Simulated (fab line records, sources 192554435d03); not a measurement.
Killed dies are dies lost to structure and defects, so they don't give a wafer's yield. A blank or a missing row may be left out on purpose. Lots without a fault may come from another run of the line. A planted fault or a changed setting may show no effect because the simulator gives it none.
Split-lot experiment | flow n5_finfet | 7 lots, 21 wafers read, on a route of 1938 steps

THE SPLIT
At N5_SD_EPI_N_EPI_21 (deposits Si:P, time 690 s), the setting time_s was moved away from the recipe's 690 s on 12 of the 21 wafers read, by -18.9% to +16.6%. The other wafers ran this setting at the recipe's value.

FROM THE SPLIT TO THE READING: what the file shows between them, 9 steps
- N5_SD_EPI_N_EPI_MEAS_23
- N5_SD_EPI_N_PRECLEAN_24: cleans in O3/DIW, time 60 s
- N5_SD_EPI_N_SRD_25: time 30 s
- N5_SD_EPI_P_EPI_21: deposits SiGe:B, time 355 s
- N5_SD_EPI_P_HM_STRIP_48: strips SiNx in H3PO4, material SiNx, target depth 3 nm
- N5_SD_EPI_P_SRD_49: time 30 s
- N5_SD_EPI_P_PRECLEAN_24: cleans in O3/DIW, time 45 s
- N5_SD_ACTIVATION_RTA_00: time 0 s
- N5_SD_ACTIVATION_LSA_01: time 0.0008 s

THE READING
RS_SD_N, in ohm/sq, at N5_SD_ACTIVATION_RS_MEAS_03 (measures by four-point-probe). Fault-free wafers of this fab line usually give 21.8 ohm/sq, standard deviation 0.31 ohm/sq.

wafer  | tool, chamber at the split | time_s as run, s | against the recipe | RS_SD_N, ohm/sq | against lot-mates on the recipe
L079.2 | epi_rpcvd-03, 0            | 690              | recipe             | 21.5            | -
L079.3 | epi_rpcvd-03, 0            | 690              | recipe             | 21.7            | -
L079.4 | epi_rpcvd-03, 0            | 559.5            | -18.9%             | 24.3            | +2.7
L084.2 | epi_rpcvd-04, 0            | 635.8            | -7.9%              | 22.9            | +1.1
L084.3 | epi_rpcvd-04, 0            | 690              | recipe             | 21.8            | -
L084.5 | epi_rpcvd-04, 0            | 635.8            | -7.9%              | 22.9            | +1.1
L089.3 | epi_rpcvd-03, 0            | 804.2            | +16.6%             | 19.3            | no lot-mate on the recipe
L089.5 | epi_rpcvd-03, 0            | 804.2            | +16.6%             | 19.4            | no lot-mate on the recipe
L089.6 | epi_rpcvd-03, 0            | 804.2            | +16.6%             | 19.7            | no lot-mate on the recipe
L093.1 | epi_rpcvd-03, 0            | 690              | recipe             | 22.2            | -
L093.4 | epi_rpcvd-03, 0            | 565.3            | -18.1%             | 25.1            | +3.2
L093.6 | epi_rpcvd-03, 0            | 690              | recipe             | 21.5            | -
L092.1 | epi_rpcvd-03, 0            | 766.5            | +11.1%             | 20.1            | no lot-mate on the recipe
L092.2 | epi_rpcvd-03, 0            | 766.5            | +11.1%             | 20.0            | no lot-mate on the recipe
L092.5 | epi_rpcvd-03, 0            | 766.5            | +11.1%             | 20.3            | no lot-mate on the recipe
L096.2 | epi_rpcvd-02, 0            | 581.7            | -15.7%             | 25.4            | +3.3
L096.3 | epi_rpcvd-02, 0            | 690              | recipe             | 22.1            | -
L096.5 | epi_rpcvd-02, 0            | 581.7            | -15.7%             | 24.9            | +2.8
L097.1 | epi_rpcvd-02, 0            | 690              | recipe             | 22.1            | -
L097.4 | epi_rpcvd-02, 0            | 690              | recipe             | 22.0            | -
L097.6 | epi_rpcvd-02, 0            | 690              | recipe             | 22.1            | -

THE FIT
A straight line over all 21 wafers: RS_SD_N changes by -0.161 ohm/sq for each +1% of time_s; r = -0.98; the points scatter about the line by 0.37 ohm/sq.
The same after taking each lot's own level away (the mean of its wafers on the recipe; 15 wafers): -0.172 ohm/sq for each +1%; r = -0.98; scatter 0.29 ohm/sq.
On that fit, the largest move of time_s shifts the reading by 3.3 ohm/sq.
The lots' own levels span 21.60 to 22.10 ohm/sq, that is 1.6 times the standard deviation above.
So the lot-to-lot level changes the slope little: the two slopes agree.
Check: with one of the wafers moved furthest among these (-18.9%) left out of the fit, the line predicts +3.46 ohm/sq for it against its lot-mates. It came out at +2.7 ohm/sq against them.

OTHER SPLITS ON THESE WAFERS
These wafers also went through other splits before the reading. Each is held against what the fit with the lots' levels taken away leaves over:
other split on the same wafers     | wafers away from the commonest value | r with RS_SD_N (lot level and that fit taken away)
N5_WELL_APT_EXPOSE_05 dose_mj      | 10                                   | +0.60
N5_FIN_CUT_CUT_ETCH_26 source_w    | 7                                    | -0.41
N5_DUMMY_GATE_COAT_34 spin_rpm     | 7                                    | -0.63
N5_DUMMY_GATE_COAT_28 spin_rpm     | 8                                    | -0.20
N5_SD_EPI_N_ETCH_16 target_depth_a | 5                                    | -0.41

THE WHOLE CHAIN: every reading that the file lists as answering this split, in the file's order
step                        | what it does                                           | reading                                                                         | change (the file's fit)               | r (the file's)
N5_SD_EPI_N_EPI_21          | deposits Si:P, time 690 s                              | Si-P_of_SD_EPI_N_EPI_21.thk_nm (the simulator's own value, which no gauge read) | +0.407 nm for each +1% of the setting | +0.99
N5_SD_EPI_N_EPI_MEAS_23     |                                                        | thk_nm                                                                          | withheld for each +1% of the setting  | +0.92
N5_SD_EPI_P_HM_STRIP_48     | strips SiNx in H3PO4, material SiNx, target depth 3 nm | Si-P_of_SD_EPI_N_EPI_21.thk_nm (the simulator's own value, which no gauge read) | +0.404 nm for each +1% of the setting | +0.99
N5_SD_ACTIVATION_RS_MEAS_03 | measures by four-point-probe                           | RS_SD_N                                                                         | -0.167 for each +1% of the setting    | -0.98

THE FILE'S OWN FIT
RS_SD_N changes by -0.167 ohm/sq for each +1% of time_s, r = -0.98.
